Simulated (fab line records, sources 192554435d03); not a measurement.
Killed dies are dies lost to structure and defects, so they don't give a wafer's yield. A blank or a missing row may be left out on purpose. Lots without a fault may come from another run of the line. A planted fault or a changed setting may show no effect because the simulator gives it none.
A struck lot beside a sound one | flow n5_finfet | 39 steps out of a route of 1938
Sound: wafers L667.2, L667.4, L667.6. Struck: wafer L674.4. (L674.5 of the same lot was not struck and is left out.) The cause comes at the end.
At each step with rows: each side's tool, then ch and its chambers, then its first start. Under that, the readings that differ: sound wafers | struck wafers | difference of the means | sigmas: that difference in standard deviations of wafers without a fault.
alike: readings whose means differ by less than 2 such deviations, and words and numbers that are the same on both sides. not compared: withheld readings, readings that some wafer has no value for, bounds like >300 that may hide the same value, and numbers for which the record gives no deviation and whose values overlap.
The two part at a step that has a row with sigmas, a row that says differs or no value, or rows on one side only. Numbers that don't overlap but have no deviation are shown without sigmas and don't part them. A reading that every wafer of one side lacks parts them only if that side has two wafers or more.

first, 11 steps without rows for these wafers: N5_BEOL_M0_SAQP_DESCUM_19 (chemistry O2, time 7.9 s); N5_BEOL_M0_SAQP_ETCH_83 (etches SiARC in CF4, target depth 39 nm, time 65 s); N5_BEOL_M0_SAQP_ETCH_84 (etches SOC in N2/H2, target depth 100 nm, overetch 20 nm, time 150 s); N5_BEOL_M0_SAQP_STRIP_80 (strips in N2/H2); N5_BEOL_M0_SAQP_HM_OPEN_112 (chemistry CHF3/O2, target SiO2, stops on a-Si, target depth 12 nm, time 13.5 s); N5_BEOL_M0_SAQP_STRIP_113 (strips in CHF3/O2); N5_BEOL_M0_SAQP_MANDREL_ETCH_20 (etches a-Si in HBr/Cl2, stops on SiNx, target depth 60 nm, bt time 10 s, time 30 s); N5_BEOL_M0_SAQP_STRIP_86 (strips in N2/H2); N5_BEOL_M0_SAQP_STRIP_115 (strips in post etch residue remover, time 60 s); N5_BEOL_M0_SAQP_SRD_93 (time 30 s); N5_BEOL_M0_SAQP_RECESS_114 (chemistry HF/NH3, target SiO2, target depth 14.4 nm, afs cycles 3, sublimation time 60 s).
N5_BEOL_M0_SAQP_SPACER1_ALD_98: deposits SiO2, target thk 12.8 nm, pulse time 1 s, purge time 2 s.
  sound on ald_sin-03 ch 0,1,2, day 5 23:17; struck on ald_sin-03 ch 2, day 7 14:58
  reading                                               | sound          | struck | difference | sigmas
  ald_cycles                                            | 138 138 138    | 60     | -78        |
  model.SiO2_of_BEOL_M0_SAQP_SPACER1_ALD_98.thk_nm (nm) | 12.8 12.8 12.8 | 5.6    | -7.2       |
  alike: heater_power_w, precursor_pulse_height_rel
then, 1 step without rows for these wafers: N5_BEOL_M0_SAQP_SPACER1_ETCHBACK_99 (etches SiO2 in CHF3/O2, target depth 15.4 nm, time 7.7 s).
N5_BEOL_M0_SAQP_MANDREL1_REMOVE_100: chemistry HBr/Cl2/O2, target a-Si, stops on SiNx, bt time 10 s.
  sound on rie_si-02 ch 0,1,3, day 5 23:53; struck on rie_si-02 ch 2, day 7 15:35
  reading                                               | sound        | struck | difference | sigmas
  model.BEOL_M0_SAQP.cd_nm (nm)                         | 12.8 13 12.8 | 5.6    | -7.3       |
  model.SiO2_of_BEOL_M0_SAQP_SPACER1_ALD_98.thk_nm (nm) | 7.4 7.4 7.4  | 2.6    | -4.8       |
  alike: drypump_motor_current_A, he_backside_leak_sccm, oes_product_au, throttle_valve_pct
  not compared: rf_hours_counter_h
N5_BEOL_M0_SAQP_CD_MEAS_25: target cd 13.1 nm.
  sound on cd_sem-02 ch 0, day 6 00:00; struck on cd_sem-02 ch 0, day 7 15:42
  reading    | sound             | struck | difference | sigmas
  cd_nm (nm) | 12.96 12.92 12.47 | 5.79   | -6.99      | -30
then, 22 steps without rows for these wafers: N5_BEOL_M0_SAQP_ETCH_101 (etches SiNx in CH3F/O2, target depth 29.9 nm, time 42.7 s); N5_BEOL_M0_SAQP_ETCH_102 (etches SiO2 in CF4, target depth 4 nm, time 4.4 s); N5_BEOL_M0_SAQP_MANDREL_ETCH_103 (etches a-Si in HBr/Cl2, stops on SiCN, target depth 45 nm, bt time 10 s, time 27 s); N5_BEOL_M0_SAQP_RECESS_104 (chemistry HF/NH3, target SiO2, target depth 18 nm, afs cycles 3, sublimation time 60 s); N5_BEOL_M0_SAQP_COAT_105 (time 60 s, resist thk 100 nm); N5_BEOL_M0_SAQP_ETCH_106 (etches SOC in N2/H2, stops on SiNx, target depth 150 nm); N5_BEOL_M0_SAQP_ETCH_107 (etches SiNx in CH3F/O2, target depth 30 nm); N5_BEOL_M0_SAQP_STRIP_108 (strips in N2/H2); N5_BEOL_M0_SAQP_RECESS_109 (chemistry HF/NH3, target SiO2, target depth 3 nm, afs cycles 1, sublimation time 60 s); N5_BEOL_M0_SAQP_SPACER2_ALD_26 (deposits SiO2, target thk 15 nm, pulse time 1 s, purge time 2 s); N5_BEOL_M0_SAQP_SPACER2_ETCHBACK_27 (etches SiO2 in CHF3/O2, target depth 22.5 nm, time 11.25 s); N5_BEOL_M0_SAQP_MANDREL2_REMOVE_110 (chemistry HBr/Cl2/O2, target a-Si, stops on SiCN, bt time 10 s); N5_BEOL_M0_SAQP_COAT_69 (time 60 s, resist thk 90 nm); N5_BEOL_M0_SAQP_COAT_72 (time 60 s, resist thk 15 nm); N5_BEOL_M0_SAQP_COAT_87 (time 60 s, resist thk 5 nm); N5_BEOL_M0_SAQP_COAT_34 (resist thk 30 nm); N5_BEOL_M0_SAQP_EBR_36; N5_BEOL_M0_SAQP_SOFTBAKE_35 (time 60 s); N5_BEOL_M0_SAQP_EXPOSE_37 (exposes mask M0 CUT1, target cd 30 nm); N5_BEOL_M0_SAQP_PEB_38 (peb time 60 s); N5_BEOL_M0_SAQP_DEVELOP_39 (develop time 30 s); N5_BEOL_M0_SAQP_DESCUM_45 (chemistry O2, time 7 s).
N5_BEOL_M4_RC_MEAS_101:
  the record has rows for the sound wafers here (prober-02 ch 0, day 8 10:31) and none for the struck ones
-- the record jumps here: 6 days lie between the struck wafers' starts before and after (it left off in module BEOL_M4 and takes up again in module PASSIVATION, whose first step shown is number 1936 of the route) --
N5_PASSIVATION_PROBE_49:
  sound on prober-01, day 12 11:51; struck on prober-02, day 14 01:38
  reading                  | sound          | struck | difference | sigmas
  defect_limited_yield (%) | 93.2 94.2 91.3 | 0      | -93        | -58
  killed_at_M0_to_M3       | 29 18 28       | 1093   | +1068      | +97
  killed_at_M4_up          | 4 12 14        | 25     | +15        | +3
  killed_dies              | 80 69 103      | 1180   | +1096      | +58
  killed_on_rim            | 9 7 15         | 152    | +142       | +35
  killed_short             | 24 23 23       | 48     | +25        | +3
  sort_bin_5_function (%)  | 4.2 3.4 5.3    | 95.8   | +91.5      | +92
  sort_n_pass              | 1100 1111 1077 | 0      | -1096      | -58
  sort_yield_pct (%)       | 93.2 94.2 91.3 | 0      | -93        | -58
  alike: killed_at_contacts, killed_at_front_end, killed_at_other, killed_open, sort_bin_6_memory

WHERE THEY PART
First at N5_BEOL_M0_SAQP_CD_MEAS_25; last, within this record, at N5_PASSIVATION_PROBE_49.

WHY: what the simulator had put in
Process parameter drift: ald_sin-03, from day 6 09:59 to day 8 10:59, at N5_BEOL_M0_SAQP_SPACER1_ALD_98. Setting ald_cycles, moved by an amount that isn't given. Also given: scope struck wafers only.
